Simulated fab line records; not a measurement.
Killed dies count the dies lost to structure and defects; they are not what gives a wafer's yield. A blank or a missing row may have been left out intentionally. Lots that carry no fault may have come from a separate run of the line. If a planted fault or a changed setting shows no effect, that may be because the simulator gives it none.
Problem report in the 8D (eight disciplines) form, filled by code | flow nandHarc | the parts of the form that need people (team, actions taken, sign-off) are left out

== 1. THE PROBLEM ==
Mean of killedAtPeriphery at NHARC_END_SORT_01: 58.3 across 6 wafers in 2 lots; on wafers with no fault it is 3.2 (standard deviation 2.2). That is +25 standard deviations from the usual mean.
First observed at day 23 07:05: wafer L230.4, on prober-01. Wafers with a number at this step in the record: 6, from 2 lots. Rule for "out", or "out of limits": more than 4 standard deviations from the usual mean. Any other wafer with a number is counted as sound.

== 2. WHAT IT IS, AND WHAT IT ISN'T ==
question                    | is                     | is not
which readings at this step | killedAtPeriphery      | killedOpen, killedShort
which lots                  | L230, L231             | -
which wafers of those lots  | all that have a number | -
read on which gauges        | prober-01, prober-02   | -
when                        | from day 23 07:05      | up to then (0 sound wafers)

== 3. WHAT RULES OUT EACH SUSPECT ==
Counting: a tool at a process step up to the reading stays a suspect if it ran every lot that is out and no sound lot after the first of them.
- the gauge at NHARC_END_SORT_01 is ruled out. Those wafers that are out were read across 2 gauges (prober-01, prober-02).
- wetBench-03 at NHARC_P_CONTACT_STRIP_29 (strips in post etch residue remover, time 1200 s): kept. It ran every lot that is out, first L231 (day 9 17:43), and no sound lot after that.
Remaining after the count: wetBench-03 at NHARC_P_CONTACT_STRIP_29.

== 4. THE CAUSE (what the simulator had put in) ==
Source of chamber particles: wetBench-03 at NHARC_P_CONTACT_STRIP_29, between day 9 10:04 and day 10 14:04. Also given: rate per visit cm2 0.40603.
The count eliminated every tool but this one.

== 5. THE EFFECT CHAIN, in route order ==
Each row: a reading where the mean over the struck wafers with a number is more than 3 standard deviations away from the usual. Only readings whose record carries a usual standard deviation are examined. hours: median over the lots of the time between each lot's start at the first step of this table that gives one and its start at this step. sigmas: the change, counted in usual standard deviations.
hours | step              | reading           | usual | on struck wafers | change | sigmas
0     | NHARC_END_SORT_01 | killedAtPeriphery | 3.2   | 58.3             | +55.1  | +25
0     | NHARC_END_SORT_01 | killedDies        | 30    | 93               | +63    | +7.1

== 6. HOW IT WOULD HAVE BEEN CAUGHT EARLIER ==
Counted from the fault's start at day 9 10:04, it took 333 hours until the first out-of-limits reading at a measuring or inspecting step in this record, taken at day 23 07:05.
Of the tool readings at NHARC_P_CONTACT_STRIP_29 for which the record gives a usual standard deviation, none was out on any struck wafer, so an alarm limit of 4 standard deviations on them would not have fired.
All the lots that are out (2) had begun NHARC_P_CONTACT_STRIP_29 on wetBench-03 by day 23 07:05. Had the tool been put on hold then, not one of them would have been saved.
